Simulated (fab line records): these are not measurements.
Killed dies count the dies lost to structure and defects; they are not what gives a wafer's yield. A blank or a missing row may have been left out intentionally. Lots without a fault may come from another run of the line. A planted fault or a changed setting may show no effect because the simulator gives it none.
Matching of chambers ; flow n5 finfet ; N5_FIN_SAQP_ETCH_51 on rie diel-01 has 4 sister chambers
The step etches SiARC in CF4, target depth 45.5 nm, time 75.8 s. 22 wafers are shown with their chamber, then 11 later ones without.

EACH WAFER AND ITS CHAMBER
wafer;chamber;showerhead plenum p Torr (Torr);etch rf on time s (s);throttle valve pct (%)
L075.2;1;2.17;76.4;15.23
L075.5;1;2.17;76.4;15.22
L075.6;3;2.18;76.5;15.82
L076.2;1;2.17;75.1;15.24
L076.3;3;2.18;75.8;15.84
L076.4;1;2.17;75.3;15.26
L079.2;2;2.10;78.7;15.43
L079.3;0;2.20;73.2;15.64
L079.4;3;2.18;75.7;15.82
L081.3;1;2.17;75.2;15.26
L081.5;2;2.10;78.3;15.45
L081.6;3;2.18;74.4;15.86
L086.1;1;2.17;75.4;15.28
L086.5;1;2.17;75.5;15.27
L086.6;2;2.09;79.1;15.48
L088.1;1;2.16;76.3;15.29
L088.2;2;2.09;78.9;15.49
L088.4;1;2.16;76.2;15.30
L089.3;3;2.17;74.4;15.88
L089.4;3;2.17;74.6;15.87
L089.6;1;2.16;75.0;15.30
L091.3;0;2.20;72.4;15.16

SIGNATURES, as means of the wafers listed above
reading;chamber 0;chamber 1;chamber 2;chamber 3;scatter within a chamber
showerhead plenum p Torr;2.2000;2.1670;2.0950;2.1767;0.00496
etch rf on time s;72.800;75.680;78.750;75.233;0.649
throttle valve pct;15.4000;15.2650;15.4625;15.8483;0.0843
Rule: a wafer lies at a distance from a chamber equal to the root of the sum of squares, over the readings, of (its reading less the chamber's mean, divided by the reading's scatter). The wafer belongs to the nearest chamber; if the next one is less than 2 further off, it can't be placed. The scatter: the root of (the sum of the squares of (reading less its chamber's mean) over the shown wafers, divided by (wafers less chambers)).

WAFERS MISSING THEIR CHAMBER
wafer;showerhead plenum p Torr (Torr);etch rf on time s (s);throttle valve pct (%)
L091.5;2.09;79.9;15.47
L091.6;2.17;75.9;15.87
L094.1;2.16;75.0;15.33
L094.4;2.09;78.1;15.51
L094.5;2.19;71.4;15.17
L095.3;2.09;78.8;15.51
L095.5;2.17;75.1;15.91
L095.6;2.09;78.6;15.52
L096.1;2.16;76.4;15.33
L096.5;2.19;72.0;15.17
L096.6;2.17;75.2;15.90

EACH ONE'S CHAMBER
wafer;from the rows above;in truth
L091.5;2;2
L091.6;3;3
L094.1;1;1
L094.4;2;2
L094.5;0;0
L095.3;2;2
L095.5;3;3
L095.6;2;2
L096.1;1;1
L096.5;0;0
L096.6;3;3
Correct placement for 11 of the 11. Number that these rows cannot place: 0. 0 placed wrongly.
